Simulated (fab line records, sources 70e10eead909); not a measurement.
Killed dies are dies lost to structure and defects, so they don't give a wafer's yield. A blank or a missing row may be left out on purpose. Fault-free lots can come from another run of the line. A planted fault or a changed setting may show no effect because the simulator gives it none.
Comparing a struck lot with a sound one / flow nandHarc / 39 out of 1302 route steps
Sound: wafers L850.2, L850.3, L850.6. The struck wafers were L864.2, L864.4, L864.5. At the end, the cause is stated.
At each step with rows: each side's tool, then ch and its chambers, then its first start. Under that, the readings that differ: sound wafers / struck wafers / difference of the means / sigmas: that difference in standard deviations of wafers without a fault.
alike: a reading whose means differ by less than 2 such deviations, as well as words and numbers matching on both sides. not compared: withheld readings; readings where some wafer has no value; bounds like >300 that might hide an equal value; numbers whose values overlap and for which the record gives no deviation.
Wherever a step has rows on one side only, a row that says differs or no value, or a row with sigmas, the two part there. When numbers do not overlap yet have no deviation, they are printed without sigmas and do not part them. A reading that every wafer of one side lacks parts them only if that side has two wafers or more.

NHARC_A_CHANNEL_HOLE_D1_XSEM_31:
  sound on xsem-02 ch 0, day 10 11:21; struck on xsem-02 ch 0, day 16 10:34
  alike: botCdNm, bowNm, tiltDeg
NHARC_A_CHANNEL_HOLE_D1_INSPECT_40:
  sound on defectInspect-01, day 10 11:27; struck on defectInspect-02, day 16 10:39
  alike: rawDefectCount
then, 2 steps without rows for these wafers: NHARC_A_CHANNEL_FILL_D1_PRECLEAN_00 (cleans in SC1); NHARC_A_CHANNEL_FILL_D1_SRD_01.
NHARC_A_CHANNEL_FILL_D1_ALD_02: deposits SiO2, target thk 6 nm, pulse time 10 s, ald cycles 60.
  sound on aldHk-02 ch 2,3, day 10 11:38; struck on aldHk-03 ch 2,3, day 16 10:50
  alike: heaterPowerOuterW, heaterPowerW, precursorPulseHeightRel
then, 2 steps without rows for these wafers: NHARC_A_CHANNEL_FILL_D1_ALD_03 (deposits SiNx, target thk 6 nm, pulse time 60 s, ald cycles 58); NHARC_A_CHANNEL_FILL_D1_ALD_14 (deposits SiO2, target thk 2.5 nm, pulse time 10 s, ald cycles 25).
NHARC_A_CHANNEL_FILL_D1_ALD_15: deposits SiNx, target thk 2 nm, pulse time 60 s, ald cycles 19.
  sound: aldSinBatch-03 ch 0; struck: aldSinBatch-01 ch 0
reading=precursorPulseHeightRel; sound=1.045 1.037 1.006; struck=0.991 0.996 0.970; difference=-0.044; sigmas=-2
then, 3 steps without rows for these wafers: NHARC_A_CHANNEL_FILL_D1_ALD_16 (deposits SiO2, target thk 1.5 nm, pulse time 10 s, ald cycles 15); NHARC_A_CHANNEL_FILL_D1_ANNEAL_17 (time 1800 s); NHARC_A_CHANNEL_FILL_D1_CVD_18 (deposits poly-Si, target thk 3 nm).
NHARC_A_CHANNEL_FILL_D1_ETCHBACK_19: etches the open film in HBr/Cl2, target depth 5 nm, time 1.7 s.
  sound on rieSi-02 ch 0,1,3, day 11 11:56; struck on rieSi-02 ch 0,2,3, day 17 09:16
  alike: drypumpMotorCurrentA, oesProductAu, throttleValvePct
  not compared: rfHoursCounterH
NHARC_A_CHANNEL_FILL_D1_ETCHBACK_20: etches the open film in C4F8/O2/Ar, target depth 27 nm, time 13.5 s.
  sound on rieDiel-03 ch 0,3, day 11 12:04; struck on rieDiel-13 ch 1,3, day 17 09:22
  alike: oesProductAu, rfVppV
  not compared: rfHoursCounterH
then, 13 steps without rows for these wafers: NHARC_A_CHANNEL_FILL_D1_STRIP_28 (strips in O2, time 20 s); NHARC_A_CHANNEL_FILL_D1_PRECLEAN_21 (cleans in dHF, time 30 s); NHARC_A_CHANNEL_FILL_D1_SRD_23; NHARC_A_CHANNEL_FILL_D1_CVD_05 (deposits poly-Si, target thk 5 nm); NHARC_A_CHANNEL_FILL_D1_ANNEAL_22 (time 7200 s); NHARC_A_CHANNEL_FILL_D1_ALD_25 (deposits SiOx, target thk 60 nm, pulse time 10 s, ald cycles 600); NHARC_A_CHANNEL_FILL_D1_ETCHBACK_08 (etches the open film in C4F8, target depth 220 nm, time 110 s); NHARC_A_CHANNEL_FILL_D1_STRIP_29 (strips in O2, time 20 s); NHARC_A_CHANNEL_FILL_D1_PRECLEAN_30 (cleans in dHF, time 30 s); NHARC_A_CHANNEL_FILL_D1_SRD_31; NHARC_A_CHANNEL_FILL_D1_CVD_09 (deposits poly-Si, target thk 150 nm, time 3000 s); NHARC_A_CHANNEL_FILL_D1_CMP_10 (polishes, target thk 150 nm); NHARC_A_CHANNEL_FILL_D1_SRD_12.
NHARC_A_DECK1_JOINT_ETCHBACK_07: etches the open film in HBr, target depth 105 nm, time 26.9 s.
  sound on rieSi-04 ch 0,1,3, day 12 11:49; struck on rieSi-03 ch 0,2,3, day 18 10:29
  alike: drypumpMotorCurrentA, oesProductAu, throttleValvePct
  not compared: rfHoursCounterH
then, 9 steps without rows for these wafers: NHARC_A_DECK1_JOINT_ETCH_25 (etches SiO2 in dHF, target depth 0.5 nm); NHARC_A_DECK1_JOINT_ETCH_19 (etches poly-Si in TMAH, target depth 3 nm); NHARC_A_DECK1_JOINT_ETCH_18 (etches SiO2 in dHF, target depth 3 nm); NHARC_A_DECK1_JOINT_WET_08 (chemistry H3PO4, time 86 s); NHARC_A_DECK1_JOINT_ETCH_09 (etches SiO2 in dHF, target depth 5 nm); NHARC_A_DECK1_JOINT_WET_10 (chemistry H3PO4, time 86 s); NHARC_A_DECK1_JOINT_ETCH_11 (etches SiO2 in dHF, target depth 35 nm); NHARC_A_DECK1_JOINT_CVD_12 (deposits poly-Si, target thk 90 nm, time 1800 s); NHARC_A_DECK1_JOINT_CMP_13 (polishes, target thk 51.023 nm).
NHARC_A_DECK1_JOINT_THK_MEAS_14: measures by ellipsometry.
  sound on filmMetro-02, day 12 22:56; struck on filmMetro-01, day 18 21:04
  alike: thkNm
after that, 1 step had no rows for these wafers: NHARC_A_DECK1_JOINT_SRD_04.
-- break in the record here, with 13 days between the starts of the struck wafers on either side (left off in module A_DECK1_JOINT, picked up again in module END, where the first step shown is number 1302 on the route) --
NHARC_END_SORT_01:
  the record has rows for the struck wafers here (prober-02 ch 0, day 31 15:52) and none for the sound ones

## WHERE THEY PART
Last at NHARC_END_SORT_01 as far as this record goes, first at NHARC_A_CHANNEL_FILL_D1_ALD_15.

WHY: whatever the simulator had introduced
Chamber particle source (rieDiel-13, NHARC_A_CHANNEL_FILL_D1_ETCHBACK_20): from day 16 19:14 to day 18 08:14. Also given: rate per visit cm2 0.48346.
